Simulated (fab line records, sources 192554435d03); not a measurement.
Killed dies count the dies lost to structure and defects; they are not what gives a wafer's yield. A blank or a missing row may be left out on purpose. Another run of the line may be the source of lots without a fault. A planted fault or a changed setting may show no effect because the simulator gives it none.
fab line records ; flow n5_finfet
record lots=4; wafers=12; last_day=17
route steps=1938 shown GATE_CUT@511 MOL_CONTACT_COAG@517 BEOL_M4@1111 PASSIVATION@1936
lots that met no fault: from a run of the same line without faults
start_h: hours from the record's first day to the start of the lot's first wafer shown ; wait_h: hours since the lot's step before ; " identical to the entry in the row above ; L1.1+2: a row that stands for several wafers ; - either no value or no given start ; * or withheld: withheld ; < > ~ a bound
route shown NAME@n: NAME is a module with steps in the file, n the number in the route of the first one ; usual: mean and standard deviation over wafers with no fault ; same: alike in all rows ; chamber/n: place in a boat ; sites: the reading at each site ; _std_site: the values' standard deviation ; _edge_site: the outer-site mean with the inner-site mean subtracted ; radius_mm: for every site, how far away it sits from the centre of the wafer ; mask NAME#n: copy n ; behind: tool/chamber where the wafer was last shaped ; hold: what put the lot on hold/how long, in hours/how the hold closed ; device: the transistor (n, p or np) that didn't switch ; end of line: tests run on the same wafers once the route is complete ; a step given without rows: its recipe and nothing more ; killed: not the wafer's yield, but the dies lost to structure and defects at the first sort ; map: shows each die of a wafer: x if killed, . if not, _ if none is there
set.NAME: the run value of the setting; set.NAME@STEP: its run value at that earlier step ; model.NAME: the simulator's own value behind a step, which no gauge read
lots seen at some steps along the route; tables by step, rows by wafer
services: the hour from which a tool's chamber was out of use, counted from the record's first day as start_h (under 0 if before that day), plus the number of hours and why
## steps
# step N5_GATE_CUT_CMP_23
# recipe stop_on=SiO2; t_overpolish_s=23.4; post_cmp_clean=alkaline_brush; down_force_psi=2.5; platen_rpm=51.8; pad_velocity_m_s=1.0307; target_thk_nm=16
# step N5_GATE_CUT_CMP_43
# recipe material=SiO2; post_cmp_clean=rinse_only
# step N5_GATE_CUT_CMP_61
# recipe stop_on=SiNx; t_overpolish_s=3; post_cmp_clean=alkaline_brush; down_force_psi=4; platen_rpm=27.09; pad_velocity_m_s=0.539
# step N5_MOL_CONTACT_COAG_COAT_103
# recipe resist=SOC; temp_c=250; time_s=60; spin_rpm=1500; resist_thk_nm=80
# step N5_MOL_CONTACT_COAG_COAT_104
# recipe resist=SiARC; temp_c=220; time_s=60; spin_rpm=1500; resist_thk_nm=12
# step N5_MOL_CONTACT_COAG_COAT_58
# recipe resist=underlayer; temp_c=205; time_s=60; spin_rpm=1500; resist_thk_nm=10
# step N5_MOL_CONTACT_COAG_COAT_02
# recipe resist=CAR-EUV; spin_rpm=1500; resist_thk_nm=30
# step N5_MOL_CONTACT_COAG_EBR_04
# recipe solvent=PGMEA; ebr_width_mm=1.5
# step N5_MOL_CONTACT_COAG_SOFTBAKE_03
# recipe temp_c=110; time_s=60; resist=CAR-EUV
# step N5_MOL_CONTACT_COAG_EXPOSE_05
# recipe mask_id=CA; na=0.33; source_shape=annular; sigma_inner=0.4; sigma_outer=0.8; polarization=unpolarized; defocus_nm=0; dose_mj=38.25
# usual exposure_dose_mJ_cm2=38.22/0.044; reticle_temp_C=23.03/0.1
lot.wafer;tool;chamber;start_h;wait_h;mask;exposure_dose_mJ_cm2;reticle_temp_C
L188.3;euv_scanner-01;0;93.10;-;CA#0;38.23;23.12
L188.5;euv_scanner-01;0;93.10;-;CA#0;38.24;23.17
L188.6;euv_scanner-01;0;93.10;-;CA#0;38.30;23.15
L196.3;euv_scanner-01;0;140.88;-;CA#0;40.58;23.17
L196.4;euv_scanner-01;0;140.88;-;CA#0;40.60;22.87
L196.5;euv_scanner-01;0;140.88;-;CA#0;40.57;23.10
L200.1;euv_scanner-01;0;164.82;-;CA#0;40.11;23.03
L200.2;euv_scanner-01;0;164.82;-;CA#0;40.06;22.94
L200.4;euv_scanner-01;0;164.82;-;CA#0;40.10;23.06
L210.1;euv_scanner-02;0;227.15;-;CA#0;38.19;23.07
L210.2;euv_scanner-02;0;227.15;-;CA#0;38.17;23.19
L210.5;euv_scanner-02;0;227.15;-;CA#0;38.17;23.08
# step N5_MOL_CONTACT_COAG_PEB_06
# recipe peb_temp_c=100; peb_time_s=60; resist=CAR-EUV
# step N5_MOL_CONTACT_COAG_DEVELOP_07
# recipe develop_time_s=30; developer=TMAH; resist=CAR-EUV; rinse_liquid=surfactant_rinse; dry=air_spin; dev_temp_c=23
# step N5_MOL_CONTACT_COAG_CD_MEAS_08
# recipe target_cd_nm=28; landing_energy_ev=500; detector=se_inlens; polarity=opening
# usual cd_nm=28.02/0.26
lot.wafer;tool;chamber;start_h;wait_h;cd_nm
L188.3;cd_sem-02;0;93.22;-;28.15
L188.5;cd_sem-02;0;93.22;-;28.03
L188.6;cd_sem-02;0;93.22;-;28.02
L196.3;cd_sem-02;0;140.99;-;29.67
L196.4;cd_sem-02;0;140.99;-;29.81
L196.5;cd_sem-02;0;140.99;-;29.65
L200.1;cd_sem-03;0;164.95;-;29.10
L200.2;cd_sem-03;0;164.95;-;29.07
L200.4;cd_sem-03;0;164.95;-;28.78
L210.1;cd_sem-01;0;227.28;-;28.13
L210.2;cd_sem-01;0;227.28;-;28.16
L210.5;cd_sem-01;0;227.28;-;27.73
# step N5_MOL_CONTACT_COAG_DESCUM_13
# recipe chemistry=O2; time_s=7; source_power_w=50; bias_power_w=20; pressure_mtorr=20; rf_frequency_hz=2.712e+07; temp_c=40; resist=CAR-EUV; o2_flow_sccm=225
# step N5_MOL_CONTACT_COAG_ETCH_59
# recipe chemistry=N2/H2; target=underlayer; target_depth_a=130; mask_material=CAR-EUV; time_s=10.4; ion_energy_ev=200; pressure_mtorr=30; source_w=840; bias_w=150; n2_flow_sccm=200; h2_flow_sccm=200; ends=cleared
# usual bias_w=150.0/0.45; chamber_pressure_mTorr=29.999/0.029; drypump_motor_current_A=5.4/0.43; etch_rf_on_time_s=10.32/0.19; h2_flow_sccm=200.0/0.57; oes_product_au=0.70/0.085; rf_vpp_V=524.4/2; showerhead_plenum_p_Torr=2.56/0.071; throttle_valve_pct=17.97/0.22
lot.wafer;tool;chamber;start_h;wait_h;bias_w;chamber_pressure_mTorr;drypump_motor_current_A;etch_rf_on_time_s;h2_flow_sccm;oes_product_au;rf_hours_counter_h;rf_vpp_V;showerhead_plenum_p_Torr;throttle_valve_pct;model.MOL_CONTACT_COAG.cd_offset_nm
L188.3;rie_diel-04;0;93.38;0.0;150.1;29.986;5.5;10.12;199.3;0.85;2;524.3;2.60;17.89;0
L188.5;rie_diel-04;0;93.38;0.0;149.8;29.961;5.5;10.10;199.9;0.86;-;525.6;2.60;17.88;-0.2
L188.6;rie_diel-04;3;93.38;0.0;149.3;30.027;5.4;10.27;200.0;0.73;-;524.5;2.59;17.90;0
L196.3;rie_diel-01;2;141.39;0.0;149.6;30.009;5.6;10.27;199.6;0.81;11;527.9;2.71;17.30;1.4
L196.4;rie_diel-01;1;141.39;0.0;150.2;30.004;6.1;10.25;199.7;0.68;-;522.6;2.45;18.03;1.4
L196.5;rie_diel-01;3;141.39;0.0;150.1;29.989;6.2;10.13;199.9;0.72;-;526.4;2.68;18.27;1.2
L200.1;rie_diel-01;0;165.11;0.0;149.4;29.973;5.9;10.06;199.6;0.85;5;525.9;2.61;17.58;0.8
L200.2;rie_diel-01;1;165.11;0.0;149.6;30.105;6.0;10.30;199.9;0.66;111;521.9;2.45;18.04;0.8
L200.4;rie_diel-01;2;165.11;0.0;150.4;29.959;5.6;10.26;200.0;0.79;21;527.9;2.70;17.31;1
L210.1;rie_diel-04;3;227.44;0.0;150.2;30.034;5.4;10.12;200.8;0.69;105;524.4;2.56;17.98;0.2
L210.2;rie_diel-04;1;227.44;0.0;150.5;30.012;4.7;10.54;199.4;0.57;249;522.1;2.49;18.00;0
L210.5;rie_diel-04;1;227.44;0.0;149.9;30.008;4.8;10.48;199.2;0.57;-;523.5;2.49;17.98;0
# step N5_MOL_CONTACT_COAG_ETCH_105
# recipe chemistry=CF4; target=SiARC; target_depth_a=156; mask_material=CAR-EUV; time_s=26; ion_energy_ev=80; pressure_mtorr=40; source_w=545; bias_w=36; Ar_flow_sccm=100; cf4_flow_sccm=100; ends=cleared
# step N5_MOL_CONTACT_COAG_ETCH_106
# recipe chemistry=N2/H2; target=SOC; target_depth_a=800; overetch_a=160; mask_material=SiARC; temp_c=40; time_s=120; ion_energy_ev=200; pressure_mtorr=30; source_w=840; bias_w=150; n2_flow_sccm=200; h2_flow_sccm=200
# step N5_MOL_CONTACT_COAG_STRIP_107
# recipe chemistry=N2/H2; temp_c=40; n2_flow_sccm=200; h2_flow_sccm=200; rf_frequency_hz=6e+07
# step N5_MOL_CONTACT_COAG_STRIP_108
# recipe chemistry=N2/H2; temp_c=40; n2_flow_sccm=200; h2_flow_sccm=200; rf_frequency_hz=6e+07
# step N5_MOL_CONTACT_COAG_CONTACT_ETCH_14
# recipe chemistry=C4F6/O2; target=SiO2; target_depth_a=275; overetch_a=85; mask_material=SOC; pressure_mtorr=30; source_w=370; bias_w=185; Ar_flow_sccm=300; C4F6_flow_sccm=16; O2_flow_sccm=10; time_s=20; ion_energy_ev=259.6
# step N5_MOL_CONTACT_COAG_STRIP_109
# recipe chemistry=C4F6/O2; resist=SiARC; rf_frequency_hz=6e+07
# step N5_MOL_CONTACT_COAG_ETCH_15
# recipe chemistry=CH3F/O2; target=SiNx; target_depth_a=70; mask_material=SOC; stop_on=Si:P; over_etch_frac=0.75; ion_energy_ev=120; pressure_mtorr=30; source_w=395; bias_w=73; Ar_flow_sccm=150; CH3F_flow_sccm=30; O2_flow_sccm=20
# step N5_MOL_CONTACT_COAG_ETCH_110
# recipe chemistry=CF4/O2; target=Si; target_depth_a=25; time_s=8; pressure_mtorr=100; source_w=200; bias_w=12; ion_energy_ev=60; Ar_flow_sccm=100; cf4_flow_sccm=100; O2_flow_sccm=10
# usual bias_w=12.00/0.036; chamber_pressure_mTorr=100.01/0.083; drypump_motor_current_A=5.4/0.43; oes_product_au=0.82/0.1; rf_vpp_V=127.8/1.9; showerhead_plenum_p_Torr=2.24/0.053; throttle_valve_pct=10.83/0.25
lot.wafer;tool;chamber;start_h;wait_h;bias_w;chamber_pressure_mTorr;drypump_motor_current_A;oes_product_au;rf_hours_counter_h;rf_vpp_V;showerhead_plenum_p_Torr;throttle_valve_pct;model.MOL_CONTACT_COAG.cd_offset_nm
L188.3;rie_diel-04;0;93.62;0.0;11.98;99.97;5.5;1.00;2;130.3;2.28;10.59;0
L188.5;rie_diel-04;0;93.62;0.0;11.98;99.90;5.5;1.00;-;131.8;2.28;10.57;0
L188.6;rie_diel-04;3;93.62;0.0;12.05;99.97;5.4;0.85;-;126.8;2.26;10.64;0
L196.3;rie_diel-01;2;141.63;0.0;11.95;99.95;5.6;0.96;11;130.3;2.36;10.19;1.4
L196.4;rie_diel-01;1;141.63;0.0;11.97;100.16;6.0;0.79;-;124.6;2.16;10.90;1.4
L196.5;rie_diel-01;3;141.63;0.0;11.98;99.91;6.2;0.84;-;129.1;2.33;10.91;1.2
L200.1;rie_diel-01;0;165.36;0.0;12.03;100.06;5.9;1.00;5;128.7;2.28;10.41;0.6
L200.2;rie_diel-01;1;165.36;0.0;11.93;99.94;6.1;0.79;111;125.5;2.16;10.94;0.8
L200.4;rie_diel-01;2;165.36;0.0;12.01;100.09;5.6;0.92;21;130.1;2.35;10.24;1
L210.1;rie_diel-04;3;227.68;0.0;12.01;99.99;5.4;0.80;105;126.9;2.24;10.81;0
L210.2;rie_diel-04;1;227.68;0.0;11.98;100.05;4.8;0.67;249;128.0;2.20;11.18;0
L210.5;rie_diel-04;1;227.68;0.0;11.96;100.00;4.7;0.67;-;127.0;2.20;11.20;0
# step N5_MOL_CONTACT_COAG_STRIP_98
# recipe chemistry=N2/H2; power_w=500; temp_c=40; pressure_mtorr=50; rf_frequency_hz=6e+07; overash_fraction=0.3; bias_power_w=8; h2_frac=0.5; n2_flow_sccm=300; h2_flow_sccm=300
# step N5_MOL_CONTACT_COAG_CD_MEAS_99
# recipe target_cd_nm=17.2; polarity=opening
# usual cd_nm=17.22/0.27
lot.wafer;tool;chamber;start_h;wait_h;cd_nm
L188.3;cd_sem-02;-;93.74;-;17.17
L188.5;cd_sem-02;-;93.74;-;17.24
L188.6;cd_sem-02;-;93.74;-;17.02
L196.3;cd_sem-02;-;141.75;-;18.35
L196.4;cd_sem-02;-;141.75;-;18.50
L196.5;cd_sem-02;-;141.75;-;18.70
L200.1;cd_sem-01;-;165.47;-;17.68
L200.2;cd_sem-01;-;165.47;-;18.37
L200.4;cd_sem-01;-;165.47;-;18.10
L210.1;cd_sem-02;-;227.80;-;17.29
L210.2;cd_sem-02;-;227.80;-;17.21
L210.5;cd_sem-02;-;227.80;-;17.57
# step N5_MOL_CONTACT_COAG_IMPLANT_129
# recipe species=Ge; energy_kev=3; dose_cm2=6e+14; tilt_deg=0; rotation_deg=0
# step N5_MOL_CONTACT_COAG_PRECLEAN_111
# recipe chemistry=NF3:NH3; afs_cycles=1; temp_c=30; time_s=20; sublimation_temp_c=180; sublimation_time_s=60; pressure_torr=3; rf_power_w=30
# step N5_MOL_CONTACT_COAG_TI_SIL_19
# recipe material=Ti; target_thk_a=42; temp_c=200; chamber_pressure_pa=5; power_w=5000; time_s=15
# step N5_MOL_CONTACT_COAG_ALD_20
# recipe material=TiN; target_thk_a=15; temp_c=400; ald_precursor_family=TiCl4; ald_co_reactant=NH3; pulse_time_s=1; purge_time_s=3; co_reactant_purge_time_s=2; co_reactant_pulse_time_s=2; ald_cycles=68; pressure_torr=3
# step N5_MOL_CONTACT_COAG_SIL_ANNEAL_21
# recipe temp_c=550; time_s=60; ambient=N2
# step N5_MOL_CONTACT_COAG_PRE_CLEAN_141
# recipe gas=H2/He; time_s=60; temp_c=300
# step N5_MOL_CONTACT_COAG_SPUTTER_143
# recipe material=Co; target_thk_a=25; temp_c=25; chamber_pressure_pa=0.2
# step N5_MOL_CONTACT_COAG_CO_FILL_22
# recipe material=Co; target_thk_a=200; temp_c=200; precursor=CCTBA/H2; pressure_torr=30
# step N5_MOL_CONTACT_COAG_ANNEAL_113
# recipe temp_c=400; time_s=300; ambient=H2/N2
# step N5_MOL_CONTACT_COAG_PRE_CLEAN_142
# recipe gas=H2/He; time_s=60; temp_c=300
# step N5_MOL_CONTACT_COAG_SPUTTER_130
# recipe material=Co; target_thk_a=475; temp_c=25; chamber_pressure_pa=0.5; power_w=3000
# step N5_MOL_CONTACT_COAG_PRECLEAN_125
# recipe chemistry=DIW; time_s=57.5; temp_c=23
# step N5_BEOL_M4_RC_MEAS_101
# usual DIBL_N=36.4/1.5; DIBL_P=36.4/1.6; IOFF_N=0.164/0.025; IOFF_P=0.214/0.028; ION_N=675/9.9; ION_P=463/6.5; RC_DENSE_N=19.0/0.31; RC_DENSE_P=23.7/0.42; RC_N=15.48/0.26; RC_P=19.3/0.33; SS_N=71.5/0.5; SS_P=73.3/0.56; VT_N=249.2/2.7; VT_P=-250.1/2.8
lot.wafer;tool;chamber;start_h;wait_h;DIBL_N[mV/V];DIBL_P[mV/V];IOFF_N[nA/um];IOFF_P[nA/um];ION_N[uA/um];ION_P[uA/um];RC_DENSE_N[ohm.um];RC_DENSE_P[ohm.um];RC_N[ohm.um];RC_P[ohm.um];SS_N[mV/dec];SS_P[mV/dec];VT_N[mV];VT_P[mV]
L188.3;prober-01;0;178.24;0.3;39.6;37.6;0.187;0.249;669;464;18.9;23.7;15.44;19.4;71.7;74.6;250.1;-248.0
L188.5;prober-01;0;178.24;0.3;38.6;36.5;0.166;0.237;676;467;19.3;23.8;15.61;19.5;71.9;73.4;250.8;-250.0
L188.6;prober-01;0;178.24;0.3;36.4;34.3;0.138;0.211;672;469;19.1;23.8;15.57;19.5;71.2;73.3;254.0;-248.7
L196.3;prober-01;0;217.04;0.7;39.7;37.6;0.209;0.271;686;467;17.0;21.3;13.96;17.4;71.9;73.5;245.3;-248.5
L196.4;prober-01;0;217.04;0.7;38.3;35.7;0.169;0.232;670;462;17.2;21.2;14.03;17.5;71.8;73.3;249.4;-246.0
L196.5;prober-01;0;217.04;0.7;38.1;35.4;0.169;0.235;671;467;17.2;21.7;14.07;17.5;72.3;73.1;248.2;-247.4
L200.1;prober-01;0;244.25;0.2;32.9;34.8;0.122;0.178;671;459;17.9;22.5;14.57;18.4;70.7;72.4;251.5;-250.4
L200.2;prober-01;0;244.25;0.2;34.5;37.4;0.146;0.209;680;470;17.8;22.5;14.68;18.3;71.4;73.6;251.8;-251.0
L200.4;prober-01;0;244.25;0.2;32.8;34.1;0.117;0.167;660;453;17.7;22.1;14.39;18.2;71.4;72.6;252.9;-254.3
L210.1;prober-02;0;303.08;0.0;37.1;35.9;0.165;0.203;675;460;18.9;23.7;15.51;19.5;71.3;73.4;249.8;-249.2
L210.2;prober-02;0;303.08;0.0;38.6;37.3;0.201;0.237;685;466;18.9;23.8;15.26;19.3;71.6;74.3;247.9;-247.4
L210.5;prober-02;0;303.08;0.0;36.7;35.5;0.166;0.198;673;454;18.7;23.3;15.38;19.4;71.4;73.5;246.7;-250.3
# step N5_PASSIVATION_PROBE_49
# usual defect_limited_yield=91.1/1.4; killed_at_M0_to_M3=35/8.7; killed_at_M4_up=14/5.3; killed_at_contacts=12/6.2; killed_at_front_end=41/12; killed_at_other=3.4/2.6; killed_dies=105/16; killed_open=67/13; killed_short=36/7.3; sort_bin_5_function=5.2/0.96; sort_bin_6_memory=3.3/0.6; sort_n_pass=1075/16; sort_yield_pct=91.1/1.4
# same gross_dies=1180; killed_at_back_side=0; sort_bin_4_leakage[%]=0; sort_bin_8_speed[%]=0
lot.wafer;tool;chamber;start_h;wait_h;defect_limited_yield[%];killed_at_M0_to_M3;killed_at_M4_up;killed_at_contacts;killed_at_front_end;killed_at_other;killed_dies;killed_open;killed_short;sort_bin_5_function[%];sort_bin_6_memory[%];sort_n_pass;sort_yield_pct[%]
L196.3;prober-02;-;318.02;0.1;89.5;41;25;16;39;3;124;80;40;6.4;4.0;1056;89.5
# killed by level:class
L196.3 BEOL_M3:geometric_particle:open=12 BEOL_M4:geometric_particle:open=11 MOL_CONTACT_COAG:geometric_particle:open=10 BEOL_M2:geometric_particle:open=7 FIN_SAQP:geometric_particle:short=6 GATE_CUT:geometric_particle:short=6 GATE_CUT:geometric_particle:open=6 BEOL_M0_SAQP:geometric_particle:open=6
## services
tool;chamber;start_h;hours;kind
euv_scanner-02;-;78.15;1.0;pm
euv_scanner-02;-;79.16;6.2;pm
euv_scanner-02;-;85.85;5.9;repair
euv_scanner-02;-;91.80;4.6;pm
rie_diel-01;2;95.82;-;clean
rie_diel-01;2;95.82;-;consumable_replace:focus_ring
rie_diel-01;2;95.82;-;consumable_replace:showerhead
rie_diel-01;2;95.82;15.9;scheduled_down
rie_diel-01;2;95.82;15.9;vent_cycle
euv_scanner-01;-;97.23;1.0;pm
rie_diel-01;1;105.60;1.4;repair
rie_diel-04;2;110.93;-;clean
rie_diel-04;2;110.93;-;consumable_replace:focus_ring
rie_diel-04;2;110.93;15.2;scheduled_down
rie_diel-04;2;110.93;15.2;vent_cycle
rie_diel-04;1;120.61;9.8;repair
rie_diel-01;0;125.47;-;clean
rie_diel-01;0;125.47;-;consumable_replace:focus_ring
rie_diel-01;0;125.47;24.0;scheduled_down
euv_scanner-02;-;134.30;1.0;pm
euv_scanner-01;-;153.38;1.0;pm
euv_scanner-02;-;189.49;0.5;repair
euv_scanner-02;-;192.56;1.0;pm
euv_scanner-01;-;209.53;1.0;pm
## key
first_sign step=N5_MOL_CONTACT_COAG_EXPOSE_05; reading=exposure_dose_mJ_cm2; direction=up; sigmas=48; usual=38.22; struck=40.34
effect step=N5_MOL_CONTACT_COAG_CD_MEAS_08; reading=cd_nm; direction=up; sigmas=5.2; usual=28.02; struck=29.35; through=control_loop
effect step=N5_MOL_CONTACT_COAG_CD_MEAS_99; reading=cd_nm; direction=up; sigmas=4; usual=17.22; struck=18.28; through=control_loop
effect step=N5_BEOL_M4_RC_MEAS_101; reading=RC_DENSE_N; direction=down; sigmas=4.9; usual=19.0; struck=17.4
effect step=N5_BEOL_M4_RC_MEAS_101; reading=RC_N; direction=down; sigmas=4.6; usual=15.48; struck=14.28
effect step=N5_BEOL_M4_RC_MEAS_101; reading=RC_DENSE_P; direction=down; sigmas=4.3; usual=23.7; struck=21.9
effect step=N5_BEOL_M4_RC_MEAS_101; reading=RC_P; direction=down; sigmas=4.3; usual=19.3; struck=17.9
model_effect step=N5_MOL_CONTACT_COAG_ETCH_59; value=MOL_CONTACT_COAG.cd_offset_nm; without=-0.03333; struck=1.1
model_effect step=N5_MOL_CONTACT_COAG_ETCH_110; value=MOL_CONTACT_COAG.cd_offset_nm; without=-0.03333; struck=1.067
met_at N5_MOL_CONTACT_COAG_EXPOSE_05
struck_wafers L196.3,L196.4,L196.5,L200.1,L200.2,L200.4
loop_trim step=N5_MOL_CONTACT_COAG_EXPOSE_05; setting=dose; lots=L200
onset_between 93.10 140.88
fault kind=process_parameter_drift; tool=euv_scanner-01; chamber=-; onset_h=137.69; steps=N5_MOL_CONTACT_COAG_EXPOSE_05; channel=dose_mj; offset=2.3379; shape=step; acts_in=these_recipes_only; stated=38.25
# loop_trim: a control loop set the setting to another value than it would have without faults
